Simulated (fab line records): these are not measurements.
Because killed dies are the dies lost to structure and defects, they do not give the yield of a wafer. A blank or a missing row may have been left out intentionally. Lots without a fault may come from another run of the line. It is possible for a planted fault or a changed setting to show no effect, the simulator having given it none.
The tool behind it: which one? | flow nand-harc | 36 wafers from 12 lots sampled at 2 of the route's 1159 steps

== WHAT THE GAUGES SHOWED, per wafer ==
NHARC_P_M1_THK_MEAS_24: measures by xrf.
lot  | measured     | on            | thk-nm (nm)
L076 | day 6 18:04  | film-metro-01 | 158.0 157.6 156.8
L078 | day 7 02:32  | film-metro-01 | 159.1 159.8 159.6
L080 | day 7 08:04  | film-metro-01 | 158.4 157.3 157.6
L081 | day 7 19:04  | film-metro-02 | 158.8 158.1 158.7
L082 | day 8 10:25  | film-metro-02 | 156.9 160.2 157.9
L087 | day 9 08:50  | film-metro-01 | 158.6 159.0 159.8
L086 | day 9 09:25  | film-metro-02 | 157.9 158.3 156.3
L088 | day 10 01:15 | film-metro-01 | 158.8 157.7 158.4
L090 | day 10 07:30 | film-metro-02 | 160.6 159.1 159.5
L092 | day 10 14:20 | film-metro-01 | 159.9 157.4 156.4
L095 | day 11 07:29 | film-metro-02 | 158.5 157.1 155.7
L097 | day 12 00:56 | film-metro-01 | 158.6 156.0 159.4

== TOOL THAT RAN EACH LOT (tool first, then ch and the chambers of the sampled wafers, then the start) ==
lot  | NHARC_P_M0_PRE_CLEAN_31
L076 | pecvd-04 ch 0,1,2, day 6 14:00
L078 | pecvd-04 ch 0,1, day 6 22:19
L080 | pecvd-01 ch 0,1,2, day 7 04:04
L081 | pecvd-01 ch 1,2, day 7 15:09
L082 | pecvd-03 ch 1,2, day 8 06:22
L087 | pecvd-03 ch 1,2, day 9 04:47
L086 | pecvd-03 ch 1,2, day 9 05:27
L088 | pecvd-03 ch 0,1,2, day 9 21:10
L090 | pecvd-03 ch 0,2, day 10 03:41
L092 | pecvd-03 ch 1,2, day 10 10:28
L095 | pecvd-04 ch 0,1,2, day 11 03:38
L097 | pecvd-04 ch 0,1, day 11 20:59
- NHARC_P_M0_PRE_CLEAN_31: time 12 s.

== THE ANSWER, worked out from the rows above alone ==
Rule: the usual values come from the lots themselves. Put in order of their means at a reading, lots are off if they are a third of the lots or fewer, leave a main group of 4 or more, and stand apart from it by a gap of 3 or more times the standard deviation of the main group's means; of several such gaps the widest counts. Not used: any main group whose means are identical at the precision the tables above print for the reading. Also off: a lot with no number at a reading for which 4 or more lots have one. The other lots that the step has rows for count as sound.
Nothing can be told from this: no lot is off at any reading shown.

== WHAT THE SIMULATOR PUT IN ==
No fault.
